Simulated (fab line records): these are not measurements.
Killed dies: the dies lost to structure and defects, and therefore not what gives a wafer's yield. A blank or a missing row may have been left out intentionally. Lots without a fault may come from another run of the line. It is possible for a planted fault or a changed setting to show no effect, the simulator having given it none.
Matching of chambers -- flow n5-finfet -- N5_BEOL_M3_STRIP_36 on rie-diel-05 has 4 sister chambers
The step strips in N2/H2. 4 wafers are shown with their chamber, then 7 later ones without.

== WAFERS, EACH WITH ITS CHAMBER ==
wafer,chamber,showerhead-plenum-p-Torr (Torr)
L079.5,2,2.41
L079.6,1,2.62
L088.1,0,2.50
L088.3,3,2.43

== WAFERS MISSING THEIR CHAMBER ==
wafer,showerhead-plenum-p-Torr (Torr)
L088.4,2.40
L090.1,2.42
L090.3,2.40
L090.5,2.42
L094.2,2.39
L094.4,2.42
L094.6,2.60

== THE CHAMBER EACH PASSED THROUGH ==
wafer,from the rows above,in truth
L088.4,can't be placed: 2 or 3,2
L090.1,can't be placed: 2 or 3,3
L090.3,can't be placed: 2 or 3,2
L090.5,can't be placed: 2 or 3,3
L094.2,can't be placed: 2 or 3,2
L094.4,can't be placed: 2 or 3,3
L094.6,1,1
Correctly placed: 1 of 7. These rows do not allow placing 6 (true chamber among the candidates in 6). Wrongly placed: 0.
How it was worked out, from the rows above alone: a wafer's distance from a chamber is the root of the sum, over the readings, of the square of ((its reading less the chamber's mean) divided by the reading's scatter). The wafer belongs to the nearest chamber; if the next one is less than 2 further off, it can't be placed. A chamber's mean is the mean of its shown wafers. The scatter: root of mean squared gap, hidden wafer to nearest shown wafer, with one shown wafer a chamber.
